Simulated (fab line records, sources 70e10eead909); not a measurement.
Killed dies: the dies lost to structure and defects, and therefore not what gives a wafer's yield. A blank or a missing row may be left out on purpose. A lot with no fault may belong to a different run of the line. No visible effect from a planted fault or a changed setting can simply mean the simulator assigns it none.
Matching of chambers ; flow nand-harc ; 4 sister chambers for NHARC_A_STAIRCASE_ALD_415 on ald-hk-04
The step deposits SiO2, target thk 30 nm, pulse time 6 s, ald cycles 300. 8 wafers are shown with their chamber, then 7 later ones without.

WAFERS PAIRED WITH THEIR CHAMBERS
wafer;chamber;heater-power-w (W);precursor-pulse-height-rel
L808.1;1;415;1.010
L809.1;2;374;1.014
L809.5;3;425;0.989
L814.1;0;432;1.036
L814.2;1;409;1.013
L814.4;2;385;0.981
L816.2;3;419;0.984
L816.4;0;438;1.002

WAFERS WITHOUT THEIR CHAMBER
wafer;heater-power-w (W);precursor-pulse-height-rel
L816.6;434;1.015
L820.1;398;0.993
L820.2;424;0.989
L820.4;450;0.980
L824.3;457;0.993
L824.4;423;1.006
L824.5;444;0.961

WHICH CHAMBER EACH WENT THROUGH
wafer;from the rows above;in truth
L816.6;0;0
L820.1;can't be placed: 1 or 2 or 3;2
L820.2;3;3
L820.4;can't be placed: 0 or 3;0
L824.3;0;0
L824.4;can't be placed: 3 or 1 or 0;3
L824.5;can't be placed: 0 or 3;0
Correct placement for 3 of the 7. These rows do not allow placing 4 (true chamber among the candidates in 4). Wrongly placed: 0.
How it was worked out, from the rows above alone: a wafer's distance from a chamber is the root of the sum, over the readings, of the square of ((its reading less the chamber's mean) divided by the reading's scatter). The wafer belongs to the nearest chamber; if the next one is less than 2 further off, it can't be placed. The mean given for a chamber averages the wafers shown for that chamber. The scatter: take each reading less its chamber's mean, square it, sum over the shown wafers, divide by the number of wafers less the number of chambers, and take the root.
